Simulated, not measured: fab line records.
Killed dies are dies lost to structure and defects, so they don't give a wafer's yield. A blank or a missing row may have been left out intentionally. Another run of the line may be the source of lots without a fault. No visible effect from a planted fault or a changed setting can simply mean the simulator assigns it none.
2 desks looking at one fault + flow n5Finfet + only its own numbers are on each desk; what lay behind them is given at the end

TOOL OWNER'S DESK, euvScanner-02
The tool's own readings at N5_BEOL_M3_EXPOSE_08 (exposes mask M3): means of the sampled wafers that have a number, for each lot that ran on this tool. Marked OUT: a lot whose mean sits more than 4 standard deviations from the usual mean, which makes it out of limits; the brackets give that distance.
Columns: A = exposureDoseMJCm2 at N5_BEOL_M3_EXPOSE_08, usual 32.99
| lot  | first seen here | A               |
|------|-----------------|-----------------|
| L156 | day 6 23:11     | 33.02           |
| L161 | day 8 01:04     | 34.49 (+48) OUT |
| L164 | day 9 00:08     | 34.13 (+37) OUT |
This desk's verdict: out of limits on L161, L164, starting with L161 at day 8 01:04 (exposureDoseMJCm2 at N5_BEOL_M3_EXPOSE_08). In limits: L156.

AT THE METROLOGY DESK
Means of the sampled wafers that have a number, per lot and without regard to the tool the lot ran on: this is what the gauges read. Marked OUT: a lot whose mean sits more than 4 standard deviations from the usual mean, which makes it out of limits; the brackets give that distance. Only the readings that lie furthest out on some lot appear, 7 of the 11 it has.
Columns: A = cdNm at N5_BEOL_M3_CD_MEAS_11, usual 17.13 nm; B = DIBL_N at N5_BEOL_M4_RC_MEAS_101, usual 36.2 mV/V; C = IOFF_P at N5_BEOL_M4_RC_MEAS_101, usual 0.21 nA/um; D = ION_N at N5_BEOL_M4_RC_MEAS_101, usual 675 uA/um; E = ION_P at N5_BEOL_M4_RC_MEAS_101, usual 464 uA/um; F = VT_N at N5_BEOL_M4_RC_MEAS_101, usual 250.4 mV; G = VT_P at N5_BEOL_M4_RC_MEAS_101, usual -250 mV
| lot  | first seen here | A     | B    | C    | D   | E   | F     | G    |
|------|-----------------|-------|------|------|-----|-----|-------|------|
| L156 | day 6 23:19     | 17.01 | 36.1 | 0.22 | 673 | 464 | 250.8 | -250 |
| L161 | day 8 01:11     | 17.86 | 38.5 | 0.23 | 681 | 465 | 247.8 | -251 |
| L164 | day 9 00:16     | 17.59 | 35.8 | 0.16 | 664 | 451 | 252.1 | -257 |
| L167 | day 9 17:52     | 17.25 | 36.8 | 0.22 | 690 | 470 | 246.6 | -248 |
This desk found nothing out of limits on any of the 4 lots.

BROUGHT TOGETHER
At day 8 01:04, on L161, L164, the tool owner's desk was in a position to raise an alarm.
From the metrology desk's view, nothing was out of limits.
The metrology desk holds a record of L161, L164, inside its limits.
N5_BEOL_M3_EXPOSE_08 was run on euvScanner-02 by each of the lots named.

WHAT THE SIMULATOR HAD PUT IN
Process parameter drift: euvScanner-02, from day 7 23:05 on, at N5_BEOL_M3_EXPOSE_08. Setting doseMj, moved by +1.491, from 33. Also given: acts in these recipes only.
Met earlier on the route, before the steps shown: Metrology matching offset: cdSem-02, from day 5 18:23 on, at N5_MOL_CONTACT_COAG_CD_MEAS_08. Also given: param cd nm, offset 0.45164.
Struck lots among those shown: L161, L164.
Delay in hours, fault start to first out-of-limits reading, by desk: the tool owner's desk at 2.
